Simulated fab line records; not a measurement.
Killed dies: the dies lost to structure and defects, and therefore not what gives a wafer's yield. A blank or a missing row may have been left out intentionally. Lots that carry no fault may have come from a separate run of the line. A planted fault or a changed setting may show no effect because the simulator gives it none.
fab line records -- flow n5_finfet -- part 2 of 2: steps 18 to 27 of 27
record: lots: 5, wafers: 15, last_day: 18
route steps=1938 shown BEOL_M4@1054
lots with no fault: from the same line, run without faults
start_h: the number of hours between the record's first day and the start of the first shown wafer of the lot -- wait_h: how many hours have passed since the lot's step before this one -- " identical to the entry in the row above -- L1.1+2: several wafers, shown together as one row -- - no value, or no start was given -- * or withheld: withheld -- < > ~ a bound
route shown NAME@n: NAME is a module with steps in the file, n the number in the route of the first one -- usual: average and standard deviation across the fault-free wafers -- same: alike in all rows -- chamber/n: place in a boat -- sites: per-site readings -- _std_site: how widely they spread, as a standard deviation -- _edge_site: the outer-site mean with the inner-site mean subtracted -- radius_mm: how far each site lies from the wafer's centre -- mask NAME#n: copy n -- behind: tool/chamber where the wafer was last shaped -- hold: the reason the lot was held/the length of the hold in hours/how it ended -- device: the transistor (n, p or np) that didn't switch -- end of line: the route-end tests of the same wafers -- for a step that has no rows: nothing shown but its recipe -- killed: not the wafer's yield, but the dies lost to structure and defects at the first sort -- map: the dies of a wafer, with x for killed, . for not killed, _ for no die there
set.NAME: the run value of the setting; set.NAME@STEP: its run value at that earlier step -- model.NAME: the simulator's own value behind a step, which no gauge read
lots seen at some steps along the route; tables by step, rows by wafer
services: a tool's chamber out of use, with start hour (start_h, from the record's first day; less than 0 if before it), hours out, and reason
== steps ==
step: N5_BEOL_M4_ETCH_41
recipe: chemistry: CH3F/O2, target: SiCN, target_depth_a: 299, taper_deg: 2, time_s: 52.5, ion_energy_ev: 120, mask_material: TiN, pressure_mtorr: 30, source_w: 395, bias_w: 75, Ar_flow_sccm: 150, CH3F_flow_sccm: 30, O2_flow_sccm: 20
usual: O2_flow_sccm: 20.00/0.055, drypump_motor_current_A: 5.6/0.48, oes_product_au: 0.80/0.077, rf_vpp_V: 297.6/1.7, showerhead_plenum_p_Torr: 2.01/0.073, throttle_valve_pct: 16.28/0.23
lot.wafer,tool,chamber,start_h,wait_h,O2_flow_sccm,drypump_motor_current_A,oes_product_au,rf_hours_counter_h,rf_vpp_V,showerhead_plenum_p_Torr,throttle_valve_pct
L076.1,rie_diel-04,0,-,-,20.04,4.7,0.84,74,297.8,2.02,16.07
L076.3,rie_diel-04,3,-,-,20.04,5.8,0.78,152,296.5,1.92,16.48
L076.4,rie_diel-04,1,-,-,20.05,5.9,0.74,173,300.4,2.07,16.07
L079.1,rie_diel-06,2,-,-,20.05,4.9,0.68,246,297.1,1.96,16.06
L079.2,rie_diel-06,0,-,-,19.92,5.8,0.91,33,299.7,2.13,16.29
L079.5,rie_diel-06,2,-,-,19.96,4.9,0.67,-,297.2,1.96,16.06
L084.1,rie_diel-04,1,-,-,20.05,5.9,0.73,192,299.6,2.06,16.12
L084.3,rie_diel-04,0,-,-,20.12,4.8,0.81,94,296.6,2.02,16.11
L084.5,rie_diel-04,3,-,-,20.04,5.8,0.76,-,293.8,1.91,16.53
L086.1,rie_diel-06,1,-,-,19.98,5.8,0.73,168,296.0,1.92,16.45
L086.2,rie_diel-06,2,-,-,19.96,4.9,0.98,10,297.1,1.95,15.64
L086.5,rie_diel-06,3,-,-,19.97,6.0,0.75,-,299.9,2.08,16.47
L095.1,rie_diel-06,2,-,-,20.02,4.9,0.92,33,296.5,1.95,15.70
L095.5,rie_diel-06,0,-,-,20.00,5.8,0.84,-,298.5,2.11,16.41
L095.6,rie_diel-06,1,-,-,19.94,5.8,0.72,-,295.1,1.91,16.51
step: N5_BEOL_M4_STRIP_97
recipe: chemistry: N2/H2, time_s: 10, power_w: 450, temp_c: 40, pressure_mtorr: 20, rf_frequency_hz: 6e+07, bias_power_w: 7, n2_flow_sccm: 200, h2_flow_sccm: 200
usual: drypump_motor_current_A: 5.6/0.48, oes_product_au: 0.79/0.079, rf_vpp_V: 59.2/0.93, showerhead_plenum_p_Torr: 2.55/0.096, throttle_valve_pct: 23.54/0.3
lot.wafer,tool,chamber,start_h,wait_h,drypump_motor_current_A,oes_product_au,rf_hours_counter_h,rf_vpp_V,showerhead_plenum_p_Torr,throttle_valve_pct
L076.1,rie_diel-04,0,-,-,4.7,0.84,74,58.8,2.56,23.55
L076.3,rie_diel-04,3,-,-,5.7,0.77,152,59.0,2.42,23.52
L076.4,rie_diel-04,1,-,-,6.0,0.73,173,57.1,2.63,23.45
L079.1,rie_diel-06,2,-,-,5.0,0.67,246,59.2,2.50,23.32
L079.2,rie_diel-06,0,-,-,5.9,0.92,34,60.2,2.71,23.83
L079.5,rie_diel-06,2,-,-,4.9,0.67,-,59.1,2.50,23.33
L084.1,rie_diel-04,1,-,-,5.9,0.72,192,59.4,2.62,23.46
L084.3,rie_diel-04,0,-,-,4.8,0.82,94,58.6,2.55,23.58
L084.5,rie_diel-04,3,-,-,5.8,0.75,-,56.9,2.41,23.56
L086.1,rie_diel-06,1,-,-,5.8,0.74,168,58.5,2.43,23.65
L086.2,rie_diel-06,2,-,-,5.0,0.97,10,58.9,2.49,23.09
L086.5,rie_diel-06,3,-,-,6.0,0.76,-,60.1,2.65,23.66
L095.1,rie_diel-06,2,-,-,5.0,0.92,33,59.8,2.48,23.12
L095.5,rie_diel-06,0,-,-,5.8,0.85,-,58.7,2.69,23.88
L095.6,rie_diel-06,1,-,-,5.8,0.73,-,59.8,2.42,23.69
step: N5_BEOL_M4_OCD_MEAS_38
usual: trench_depth_nm: 56.1/1
lot.wafer,tool,chamber,start_h,wait_h,trench_depth_nm
L076.1,ocd-02,-,177.15,-,56.0
L076.3,ocd-02,-,177.15,-,57.3
L076.4,ocd-02,-,177.15,-,55.2
L079.1,ocd-02,-,200.49,-,54.0
L079.2,ocd-02,-,200.49,-,57.1
L079.5,ocd-02,-,200.49,-,53.8
L084.1,ocd-01,-,227.52,-,56.0
L084.3,ocd-01,-,227.52,-,56.5
L084.5,ocd-01,-,227.52,-,56.6
L086.1,ocd-01,-,257.41,-,53.8
L086.2,ocd-01,-,257.41,-,56.7
L086.5,ocd-01,-,257.41,-,54.9
L095.1,ocd-01,-,328.23,-,55.4
L095.5,ocd-01,-,328.23,-,56.6
L095.6,ocd-01,-,328.23,-,54.8
step: N5_BEOL_M4_HM_STRIP_39
recipe: chemistry: peroxide_tin_strip, material: TiN, target_depth_a: 250, temp_c: 50, time_s: 158
lot.wafer,tool,chamber,start_h,wait_h
L076.1+3+4,wet_bench-01,"3,1,0",177.18,0.0
L079.1+2+5,wet_bench-03,"5,1,4",200.52,0.0
L084.1+3+5,wet_bench-03,"2,0,7",227.55,0.0
L086.1+2+5,wet_bench-03,"6,5,2",257.45,0.0
L095.1+5+6,wet_bench-03,"1,6,4",328.26,0.0
step: N5_BEOL_M4_SRD_40
recipe: time_s: 30, temp_c: 23, rinse_liquid: diw, dry: ipa_marangoni
lot.wafer,tool,chamber,start_h,wait_h
L076.1+3+4,wet_bench-01,"3,1,0",177.23,0.0
L079.1+2+5,wet_bench-03,"5,1,4",200.56,0.0
L084.1+3+5,wet_bench-03,"2,0,7",227.60,0.0
L086.1+2+5,wet_bench-03,"6,5,2",257.50,0.0
L095.1+5+6,wet_bench-03,"1,6,4",328.31,0.0
step: N5_BEOL_M4_PRECLEAN_42
recipe: chemistry: residue_remover, time_s: 60, temp_c: 40
lot.wafer,tool,chamber,start_h,wait_h
L076.1+3+4,wet_bench-01,"3,1,0",177.25,0.0
L079.1+2+5,wet_bench-03,"5,1,4",200.58,0.0
L084.1+3+5,wet_bench-03,"2,0,7",227.62,0.0
L086.1+2+5,wet_bench-03,"6,5,2",257.52,0.0
L095.1+5+6,wet_bench-03,"1,6,4",328.33,0.0
step: N5_BEOL_M4_SRD_43
recipe: time_s: 30, temp_c: 23, rinse_liquid: diw, dry: ipa_marangoni
lot.wafer,tool,chamber,start_h,wait_h
L076.1+3+4,wet_bench-01,"3,1,0",177.26,0.0
L079.1+2+5,wet_bench-03,"5,1,4",200.60,0.0
L084.1+3+5,wet_bench-03,"2,0,7",227.64,0.0
L086.1+2+5,wet_bench-03,"6,5,2",257.53,0.0
L095.1+5+6,wet_bench-03,"1,6,4",328.34,0.0
step: N5_BEOL_M4_CD_MEAS_35
recipe: target_cd_nm: 18, target_cd_y_nm: 22.4, polarity: opening
usual: cd_nm: 18.0/0.32
lot.wafer,tool,chamber,start_h,wait_h,cd_nm
L076.1,cd_sem-02,-,177.30,0.0,18.2
L076.3,cd_sem-02,-,177.30,0.0,17.6
L076.4,cd_sem-02,-,177.30,0.0,17.6
L079.1,cd_sem-01,-,200.64,0.0,18.1
L079.2,cd_sem-01,-,200.64,0.0,18.2
L079.5,cd_sem-01,-,200.64,0.0,18.0
L084.1,cd_sem-03,-,227.68,0.0,17.8
L084.3,cd_sem-03,-,227.68,0.0,18.3
L084.5,cd_sem-03,-,227.68,0.0,17.7
L086.1,cd_sem-02,-,257.58,0.0,18.0
L086.2,cd_sem-02,-,257.58,0.0,18.0
L086.5,cd_sem-02,-,257.58,0.0,18.4
L095.1,cd_sem-01,-,328.38,0.0,17.7
L095.5,cd_sem-01,-,328.38,0.0,18.5
L095.6,cd_sem-01,-,328.38,0.0,18.4
step: N5_BEOL_M4_DEGAS_44
recipe: ambient: vacuum, temp_c: 250, time_s: 60
usual: heater_power_w: 332/33
lot.wafer,tool,chamber,start_h,wait_h,heater_power_w
L076.1,pvd_sputter-02,-,178.07,0.8,333
L076.3,pvd_sputter-02,-,178.07,0.8,328
L076.4,pvd_sputter-02,-,178.07,0.8,328
L079.1,pvd_sputter-02,-,200.86,0.2,329
L079.2,pvd_sputter-02,-,200.86,0.2,315
L079.5,pvd_sputter-02,-,200.86,0.2,320
L084.1,pvd_sputter-03,-,227.94,0.3,385
L084.3,pvd_sputter-03,-,227.94,0.3,296
L084.5,pvd_sputter-03,-,227.94,0.3,384
L086.1,pvd_sputter-01,-,258.11,0.5,340
L086.2,pvd_sputter-01,-,258.11,0.5,349
L086.5,pvd_sputter-01,-,258.11,0.5,279
L095.1,pvd_sputter-03,-,328.78,0.4,301
L095.5,pvd_sputter-03,-,328.78,0.4,287
L095.6,pvd_sputter-03,-,328.78,0.4,336
step: N5_BEOL_M4_PRE_CLEAN_45
recipe: gas: H2/He, time_s: 30, temp_c: 250
usual: heater_power_w: 331/33
lot.wafer,tool,chamber,start_h,wait_h,heater_power_w
L076.1,pvd_sputter-02,-,178.11,0.0,331
L076.3,pvd_sputter-02,-,178.11,0.0,318
L076.4,pvd_sputter-02,-,178.11,0.0,327
L079.1,pvd_sputter-02,-,200.90,0.0,319
L079.2,pvd_sputter-02,-,200.90,0.0,320
L079.5,pvd_sputter-02,-,200.90,0.0,325
L084.1,pvd_sputter-03,-,227.98,0.0,375
L084.3,pvd_sputter-03,-,227.98,0.0,292
L084.5,pvd_sputter-03,-,227.98,0.0,385
L086.1,pvd_sputter-01,-,258.15,0.0,342
L086.2,pvd_sputter-01,-,258.15,0.0,350
L086.5,pvd_sputter-01,-,258.15,0.0,280
L095.1,pvd_sputter-03,-,328.82,0.0,289
L095.5,pvd_sputter-03,-,328.82,0.0,291
L095.6,pvd_sputter-03,-,328.82,0.0,337
== services ==
tool,chamber,start_h,hours,kind
ald_sin-01,2,154.61,3.5,repair
rie_diel-04,2,158.73,9.8,repair
ald_sin-02,-,165.12,14.6,pm
ald_sin-01,-,176.75,14.0,pm
ald_sin-04,1,184.90,24.7,repair
pvd_sputter-02,-,189.66,6.6,repair
ald_sin-01,3,193.72,11.2,repair
rie_diel-06,1,194.90,14.0,repair
rie_diel-04,2,221.50,5.6,repair
rie_diel-04,2,227.60,7.5,repair
rie_diel-04,-,246.59,4.3,pm
ald_sin-01,1,248.74,3.7,repair
ald_sin-01,-,255.45,14.6,pm
ald_sin-04,3,261.35,4.5,repair
ald_sin-04,-,268.66,14.0,pm
rie_diel-04,3,270.27,1.4,repair
ald_sin-02,-,279.19,0.8,repair
ald_sin-04,-,282.66,2.8,pm
pvd_sputter-03,-,294.50,0.8,repair
ald_sin-04,0,299.30,2.9,repair
ald_sin-01,0,302.43,4.5,repair
wet_bench-03,-,311.85,1.9,pm
ald_sin-02,3,313.36,2.5,repair
ald_sin-02,2,320.40,6.0,repair
